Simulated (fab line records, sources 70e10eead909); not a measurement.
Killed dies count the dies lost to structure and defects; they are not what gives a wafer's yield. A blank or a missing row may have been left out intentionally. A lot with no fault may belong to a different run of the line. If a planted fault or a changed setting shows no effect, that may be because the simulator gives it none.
The tool behind it: which one?	flow nand-harc	24 lots, 72 wafers sampled, at 6 steps of a route of 1302

## WHAT THE GAUGES READ, wafer by wafer
No reading from a measuring or inspecting step in the record can be judged against a usual standard deviation.

## WHAT TOOL EACH LOT RAN ON (gives the tool, then ch and the chambers of the sampled wafers, and finally the start)
lot	NHARC_A_STAIRCASE_TRIM_202	NHARC_A_STAIRCASE_DESCUM_219	NHARC_A_STAIRCASE_ETCH_221	NHARC_A_STAIRCASE_TRIM_233	NHARC_A_STAIRCASE_ETCH_234	NHARC_A_STAIRCASE_ETCH_315
L075	rie-diel-02 ch 1,2,3, day 16 15:50 or earlier	rie-diel-02 ch 0,1, day 16 15:50	rie-diel-02 ch 0,2,3, no start	rie-diel-03 ch 0,1, no start	rie-diel-03 ch 0,1, no start	rie-diel-06 ch 1,2, no start
L076	rie-diel-03 ch 0,2,3, day 16 16:22 or earlier	rie-diel-02 ch 2,3, day 16 16:22	rie-diel-02 ch 1,2,3, no start	rie-diel-06 ch 0,3, no start	rie-diel-06 ch 0,1,2, no start	rie-diel-03 ch 2,3, no start
L074	rie-diel-06 ch 1,2,3, day 16 19:04 or earlier	rie-diel-02 ch 0,2,3, day 16 19:04	rie-diel-02 ch 0,1,3, no start	rie-diel-02 ch 0,3, no start	rie-diel-02 ch 1,2, no start	rie-diel-03 ch 0,2,3, no start
L079	rie-diel-06 ch 0,2,3, day 17 20:28 or earlier	rie-diel-02 ch 0,1,2, day 17 20:28	rie-diel-02 ch 0,1,3, no start	rie-diel-02 ch 1,2,3, no start	rie-diel-02 ch 0,1,2, no start	rie-diel-06 ch 0,1,2, no start
L078	rie-diel-06 ch 0,3, day 17 20:46 or earlier	rie-diel-03 ch 1,3, day 17 20:46	rie-diel-03 ch 0,2,3, no start	rie-diel-03 ch 0,1, no start	rie-diel-03 ch 0,1,3, no start	rie-diel-03 ch 2,3, no start
L077	rie-diel-03 ch 0,3, day 17 21:23 or earlier	rie-diel-06 ch 1,2,3, day 17 21:23	rie-diel-06 ch 0,1, no start	rie-diel-06 ch 0,1, no start	rie-diel-06 ch 0,3, no start	rie-diel-06 ch 0,2,3, no start
L080	rie-diel-02 ch 0,1,2, day 18 09:47 or earlier	rie-diel-03 ch 0,1, day 18 09:47	rie-diel-03 ch 0,3, no start	rie-diel-02 ch 0,2, no start	rie-diel-02 ch 0,1,3, no start	rie-diel-02 ch 1,3, no start
L081	rie-diel-06 ch 0,1,3, day 18 13:46 or earlier	rie-diel-06 ch 0,3, day 18 13:46	rie-diel-06 ch 0,2, no start	rie-diel-06 ch 1,3, no start	rie-diel-06 ch 0,2,3, no start	rie-diel-06 ch 0,1,3, no start
L082	rie-diel-03 ch 1,2,3, day 18 14:40 or earlier	rie-diel-02 ch 0,1,2, day 18 14:40	rie-diel-02 ch 1,2, no start	rie-diel-03 ch 0,2,3, no start	rie-diel-03 ch 0,2, no start	rie-diel-06 ch 0,3, no start
L084	rie-diel-06 ch 0,1,3, day 20 06:11 or earlier	rie-diel-02 ch 0,1,2, day 20 06:11	rie-diel-02 ch 0,3, no start	rie-diel-02 ch 0,1,2, no start	rie-diel-02 ch 1,3, no start	rie-diel-02 ch 1,2, no start
L083	rie-diel-02 ch 0,2,3, day 20 06:26 or earlier	rie-diel-06 ch 0,2, day 20 06:26	rie-diel-06 ch 0,1, no start	rie-diel-06 ch 0,1, no start	rie-diel-06 ch 0,2,3, no start	rie-diel-02 ch 0,2,3, no start
L086	rie-diel-02 ch 0,2,3, day 20 21:23 or earlier	rie-diel-02 ch 0,1,2, day 20 21:23	rie-diel-02 ch 0,1,3, no start	rie-diel-02 ch 0,1,3, no start	rie-diel-02 ch 1,2,3, no start	rie-diel-03 ch 0,1,2, no start
L085	rie-diel-06 ch 0,1,2, day 20 22:00 or earlier	rie-diel-06 ch 1,2,3, day 20 22:00	rie-diel-06 ch 0,1,2, no start	rie-diel-06 ch 0,1,3, no start	rie-diel-06 ch 0,1,3, no start	rie-diel-02 ch 0,1,2, no start
L087	rie-diel-06 ch 0,2,3, day 21 22:01 or earlier	rie-diel-06 ch 2,3, day 21 22:01	rie-diel-06 ch 0,1, no start	rie-diel-03 ch 0,2, no start	rie-diel-03 ch 0,1,2, no start	rie-diel-02 ch 0,1,2, no start
L088	rie-diel-03 ch 1,2, day 22 09:23 or earlier	rie-diel-02 ch 0,1,2, day 22 09:23	rie-diel-02 ch 0,1,3, no start	rie-diel-06 ch 1,2, no start	rie-diel-06 ch 1,2, no start	rie-diel-03 ch 1,2, no start
L089	rie-diel-02 ch 1,3, day 22 09:54 or earlier	rie-diel-02 ch 2,3, day 22 09:54	rie-diel-02 ch 0,1, no start	rie-diel-02 ch 1,2, no start	rie-diel-02 ch 0,2,3, no start	rie-diel-02 ch 1,3, no start
L090	rie-diel-06 ch 0,2,3, day 23 09:40 or earlier	rie-diel-02 ch 0,1,3, day 23 09:40	rie-diel-02 ch 0,2, no start	rie-diel-03 ch 0,3, no start	rie-diel-03 ch 0,1,2, no start	rie-diel-02 ch 0,1, no start
L092	rie-diel-03 ch 0,1,2, day 23 14:15 or earlier	rie-diel-02 ch 1,2,3, day 23 14:15	rie-diel-02 ch 0,2,3, no start	rie-diel-03 ch 2,3, no start	rie-diel-03 ch 2,3, no start	rie-diel-06 ch 0,1, no start
L091	rie-diel-06 ch 0,1,2, day 23 18:25 or earlier	rie-diel-03 ch 0,2,3, day 23 18:25	rie-diel-03 ch 0,1,2, no start	rie-diel-06 ch 0,1,3, no start	rie-diel-06 ch 1,2,3, no start	rie-diel-03 ch 0,1,2, no start
L093	rie-diel-02 ch 0,2,3, day 24 00:13 or earlier	rie-diel-03 ch 1,2, day 24 00:13	rie-diel-03 ch 1,2, no start	rie-diel-03 ch 0,2,3, no start	rie-diel-03 ch 0,2,3, no start	rie-diel-03 ch 0,2,3, no start
L094	rie-diel-02 ch 0,1,3, day 24 19:24 or earlier	rie-diel-06 ch 0,1,3, day 24 19:24	rie-diel-06 ch 0,1,2, no start	rie-diel-03 ch 0,1,3, no start	rie-diel-03 ch 0,1,3, no start	rie-diel-02 ch 0,1,3, no start
L096	rie-diel-03 ch 1,2,3, day 25 01:41 or earlier	rie-diel-03 ch 0,1,2, day 25 01:41	rie-diel-03 ch 0,2,3, no start	rie-diel-03 ch 0,1,3, no start	rie-diel-03 ch 0,2,3, no start	rie-diel-02 ch 0,1,3, no start
L095	rie-diel-06 ch 0,3, day 25 08:36 or earlier	rie-diel-06 ch 1,2,3, day 25 08:36	rie-diel-06 ch 2,3, no start	rie-diel-06 ch 0,2,3, no start	rie-diel-06 ch 0,1, no start	rie-diel-06 ch 0,2,3, no start
L097	rie-diel-03 ch 1,2,3, day 25 13:52 or earlier	rie-diel-06 ch 0,1,2, day 25 13:52	rie-diel-06 ch 1,3, no start	rie-diel-06 ch 1,2,3, no start	rie-diel-06 ch 1,3, no start	rie-diel-06 ch 0,1, no start
- NHARC_A_STAIRCASE_TRIM_202: chemistry O2, time 211.2 s.
- NHARC_A_STAIRCASE_DESCUM_219: chemistry O2, time 3 s.
- NHARC_A_STAIRCASE_ETCH_221: etches the open film in C4F8/O2, target depth 100 nm, time 40.5 s.
- NHARC_A_STAIRCASE_TRIM_233: chemistry O2, time 211.2 s.
- NHARC_A_STAIRCASE_ETCH_234: etches the open film in C4F8/O2, target depth 100 nm, time 40.5 s.
- NHARC_A_STAIRCASE_ETCH_315: etches the open film in C4F8/O2/Ar, target depth 2500 nm, time 607.1 s.

## AS READ BY THE TOOLS THEMSELVES (means over the sampled wafers that have a number; for cases with no such wafer, the mark the record gives instead)
NHARC_A_STAIRCASE_TRIM_202. Usual: drypump-motor-current-A 5.53 A, standard deviation 0.29; oes-product-au 0.998 a.u., standard deviation 0.013; rf-vpp-V 57.8 V, standard deviation 0.87; showerhead-plenum-p-Torr 3.56 Torr, standard deviation 0.15; throttle-valve-pct 17.036 %, standard deviation 0.0089.
lot	tool	drypump-motor-current-A (A)	oes-product-au (a.u.)	rf-vpp-V (V)	showerhead-plenum-p-Torr (Torr)	throttle-valve-pct (%)	flag
L075	rie-diel-02	5.56	1.002	57.4	3.50	17.033	
L076	rie-diel-03	5.40	1.005	57.3	3.46	17.031	
L074	rie-diel-06	5.54	0.986	58.0	3.50	17.035	
L079	rie-diel-06	5.46	0.991	57.2	3.58	17.027	
L078	rie-diel-06	5.62	0.988	58.4	3.64	17.041	
L077	rie-diel-03	5.50	1.008	57.8	3.42	17.037	
L080	rie-diel-02	5.76	1.012	57.6	3.59	17.032	
L081	rie-diel-06	5.42	0.993	57.1	3.61	17.043	
L082	rie-diel-03	5.65	0.997	57.1	3.61	17.030	
L084	rie-diel-06	5.40	0.987	57.7	3.60	17.028	
L083	rie-diel-02	5.64	1.014	58.0	3.49	17.036	
L086	rie-diel-02	5.65	1.000	57.2	3.49	17.047	
L085	rie-diel-06	5.25	0.985	56.8	3.54	17.041	
L087	rie-diel-06	5.48	0.987	58.5	3.57	17.042	
L088	rie-diel-03	5.55	1.001	57.3	3.62	17.036	
L089	rie-diel-02	5.36	1.006	58.3	3.62	17.042	
L090	rie-diel-06	5.47	1.001	58.2	3.56	17.038	
L092	rie-diel-03	5.49	0.987	57.4	3.70	17.042	
L091	rie-diel-06	5.25	0.991	57.8	3.53	17.037	
L093	rie-diel-02	5.64	1.015	57.8	3.47	17.028	
L094	rie-diel-02	5.54	1.001	57.8	3.53	17.025	
L096	rie-diel-03	5.62	1.008	57.7	3.59	17.030	
L095	rie-diel-06	5.31	0.987	57.8	3.67	17.030	
L097	rie-diel-03	5.65	1.008	57.4	3.58	17.033	

NHARC_A_STAIRCASE_DESCUM_219. Usual: drypump-motor-current-A 5.54 A, standard deviation 0.28; oes-product-au 1.000 a.u., standard deviation 0.012; rf-vpp-V 57.8 V, standard deviation 0.85; showerhead-plenum-p-Torr 1.92 Torr, standard deviation 0.096; throttle-valve-pct 11.311 %, standard deviation 0.0086.
lot	tool	drypump-motor-current-A (A)	oes-product-au (a.u.)	rf-vpp-V (V)	showerhead-plenum-p-Torr (Torr)	throttle-valve-pct (%)	flag
L075	rie-diel-02	5.63	0.997	57.5	1.78	11.313	
L076	rie-diel-02	5.65	0.999	58.8	1.97	11.314	
L074	rie-diel-02	5.65	0.998	57.6	1.90	11.317	
L079	rie-diel-02	5.75	1.007	58.5	1.95	11.314	
L078	rie-diel-03	5.69	1.016	58.4	1.95	11.306	
L077	rie-diel-06	5.53	0.986	57.7	1.89	11.315	
L080	rie-diel-03	5.60	0.998	58.3	1.96	11.315	
L081	rie-diel-06	5.64	1.000	57.0	1.98	11.304	
L082	rie-diel-02	5.75	1.002	58.9	1.94	11.301	
L084	rie-diel-02	5.73	1.012	57.6	1.94	11.312	
L083	rie-diel-06	5.30	0.984	58.6	1.91	11.305	
L086	rie-diel-02	5.75	0.999	58.3	1.94	11.303	
L085	rie-diel-06	5.52	0.994	57.5	1.88	11.321	
L087	rie-diel-06	5.58	0.991	57.3	1.87	11.313	
L088	rie-diel-02	5.76	1.006	57.2	1.93	11.315	
L089	rie-diel-02	5.46	1.006	57.7	1.94	11.309	
L090	rie-diel-02	5.53	1.010	57.8	1.91	11.307	
L092	rie-diel-02	5.58	1.009	58.2	1.98	11.315	
L091	rie-diel-03	5.39	0.995	58.4	1.96	11.307	
L093	rie-diel-03	5.56	1.002	58.0	1.97	11.317	
L094	rie-diel-06	5.40	0.987	57.3	1.95	11.310	
L096	rie-diel-03	5.47	0.999	57.6	2.01	11.309	
L095	rie-diel-06	5.53	1.009	57.0	1.87	11.308	
L097	rie-diel-06	5.23	1.000	57.8	1.91	11.311	

NHARC_A_STAIRCASE_ETCH_221. Usual: oes-product-au 0.940 a.u., standard deviation 0.016; rf-vpp-V 897 V, standard deviation 5.7.
lot	tool	oes-product-au (a.u.)	rf-vpp-V (V)	flag
L075	rie-diel-02	0.934	896	
L076	rie-diel-02	0.925	895	
L074	rie-diel-02	0.953	891	
L079	rie-diel-02	0.952	896	
L078	rie-diel-03	0.953	892	
L077	rie-diel-06	0.927	898	
L080	rie-diel-03	0.953	893	
L081	rie-diel-06	0.936	896	
L082	rie-diel-02	0.958	904	
L084	rie-diel-02	0.928	893	
L083	rie-diel-06	0.948	901	
L086	rie-diel-02	0.921	897	
L085	rie-diel-06	0.929	896	
L087	rie-diel-06	0.943	897	
L088	rie-diel-02	0.946	896	
L089	rie-diel-02	0.928	893	
L090	rie-diel-02	0.954	891	
L092	rie-diel-02	0.945	894	
L091	rie-diel-03	0.915	902	
L093	rie-diel-03	0.944	900	
L094	rie-diel-06	0.915	896	
L096	rie-diel-03	0.949	899	
L095	rie-diel-06	0.956	892	
L097	rie-diel-06	0.966	895	

NHARC_A_STAIRCASE_TRIM_233. Usual: drypump-motor-current-A 5.5 A, standard deviation 0.3; oes-product-au 0.997 a.u., standard deviation 0.014; rf-vpp-V 57.9 V, standard deviation 0.89; showerhead-plenum-p-Torr 3.57 Torr, standard deviation 0.15; throttle-valve-pct 17.037 %, standard deviation 0.0096.
lot	tool	drypump-motor-current-A (A)	oes-product-au (a.u.)	rf-vpp-V (V)	showerhead-plenum-p-Torr (Torr)	throttle-valve-pct (%)	flag
L075	rie-diel-03	5.6	1.002	58.4	3.62	17.040	
L076	rie-diel-06	5.6	0.987	57.9	3.65	17.045	
L074	rie-diel-02	5.4	0.997	57.7	3.48	17.045	
L079	rie-diel-02	5.6	1.012	57.7	3.67	17.036	
L078	rie-diel-03	5.6	1.007	57.8	3.61	17.040	
L077	rie-diel-06	5.2	0.975	58.4	3.58	17.040	
L080	rie-diel-02	5.9	1.013	58.1	3.53	17.038	
L081	rie-diel-06	5.8	0.977	58.3	3.55	17.037	
L082	rie-diel-03	5.4	1.006	57.3	3.45	17.039	
L084	rie-diel-02	5.8	1.002	57.6	3.58	17.030	
L083	rie-diel-06	5.2	0.981	57.7	3.57	17.039	
L086	rie-diel-02	5.5	1.001	58.0	3.54	17.045	
L085	rie-diel-06	5.4	0.988	57.7	3.60	17.040	
L087	rie-diel-03	5.4	0.992	57.2	3.64	17.038	
L088	rie-diel-06	5.4	0.994	58.0	3.42	17.038	
L089	rie-diel-02	5.7	0.998	58.8	3.74	17.041	
L090	rie-diel-03	5.5	1.001	58.0	3.58	17.040	
L092	rie-diel-03	5.5	1.011	58.0	3.50	17.031	
L091	rie-diel-06	5.4	1.001	58.0	3.59	17.032	
L093	rie-diel-03	5.4	0.994	57.8	3.60	17.035	
L094	rie-diel-03	5.5	0.984	58.6	3.67	17.034	
L096	rie-diel-03	5.5	1.002	58.4	3.67	17.037	
L095	rie-diel-06	5.5	0.991	58.0	3.55	17.038	
L097	rie-diel-06	5.5	1.002	58.0	3.46	17.028	

NHARC_A_STAIRCASE_ETCH_234. Usual: oes-product-au 0.940 a.u., standard deviation 0.015; rf-vpp-V 898 V, standard deviation 5.7.
lot	tool	oes-product-au (a.u.)	rf-vpp-V (V)	flag
L075	rie-diel-03	0.953	893	
L076	rie-diel-06	0.930	897	
L074	rie-diel-02	0.937	892	
L079	rie-diel-02	0.939	898	
L078	rie-diel-03	0.951	895	
L077	rie-diel-06	0.935	900	
L080	rie-diel-02	0.947	897	
L081	rie-diel-06	0.942	898	
L082	rie-diel-03	0.964	895	
L084	rie-diel-02	0.940	901	
L083	rie-diel-06	0.934	898	
L086	rie-diel-02	0.955	901	
L085	rie-diel-06	0.933	898	
L087	rie-diel-03	0.935	902	
L088	rie-diel-06	0.949	893	
L089	rie-diel-02	0.949	894	
L090	rie-diel-03	0.927	902	
L092	rie-diel-03	0.949	895	
L091	rie-diel-06	0.947	894	
L093	rie-diel-03	0.935	899	
L094	rie-diel-03	0.923	901	
L096	rie-diel-03	0.925	899	
L095	rie-diel-06	0.949	896	
L097	rie-diel-06	0.945	896	

NHARC_A_STAIRCASE_ETCH_315. Usual: oes-product-au 0.928 a.u., standard deviation 0.014; rf-vpp-V 1830 V, standard deviation 11.
lot	tool	oes-product-au (a.u.)	rf-vpp-V (V)	flag
L075	rie-diel-06	0.914	1821	
L076	rie-diel-03	0.952	1828	
L074	rie-diel-03	0.946	1821	
L079	rie-diel-06	0.922	1828	
L078	rie-diel-03	0.936	1828	
L077	rie-diel-06	0.921	1831	
L080	rie-diel-02	0.930	1834	
L081	rie-diel-06	0.914	1832	
L082	rie-diel-06	0.922	1839	
L084	rie-diel-02	0.934	1839	
L083	rie-diel-02	0.938	1824	
L086	rie-diel-03	0.919	1840	
L085	rie-diel-02	0.931	1830	
L087	rie-diel-02	0.938	1829	
L088	rie-diel-03	0.924	1834	
L089	rie-diel-02	0.938	1833	
L090	rie-diel-02	0.928	1820	
L092	rie-diel-06	0.913	1835	
L091	rie-diel-03	0.920	1839	
L093	rie-diel-03	0.921	1832	
L094	rie-diel-02	0.918	1839	
L096	rie-diel-02	0.920	1839	
L095	rie-diel-06	0.931	1828	
L097	rie-diel-06	0.926	1835	

## THE ANSWER, worked out from the rows above alone
Rule: a lot counts as off when the mean over its wafers that have a number is more than 3 standard deviations away from the usual mean. Also off: a lot with no number at a reading for which 4 or more lots have one. Where the step has rows for the other lots, those lots are counted as sound. After the gauges, taken in route order, come the tools' own readings; for these a lot's mean is taken, as printed above. The first step at which some lot is off is used, and at that step the reading that is off furthest; a lot without a number counts as furthest.
No lot is off at any reading shown: from this, nothing can be told.

## WHAT THE SIMULATOR HAD INSERTED
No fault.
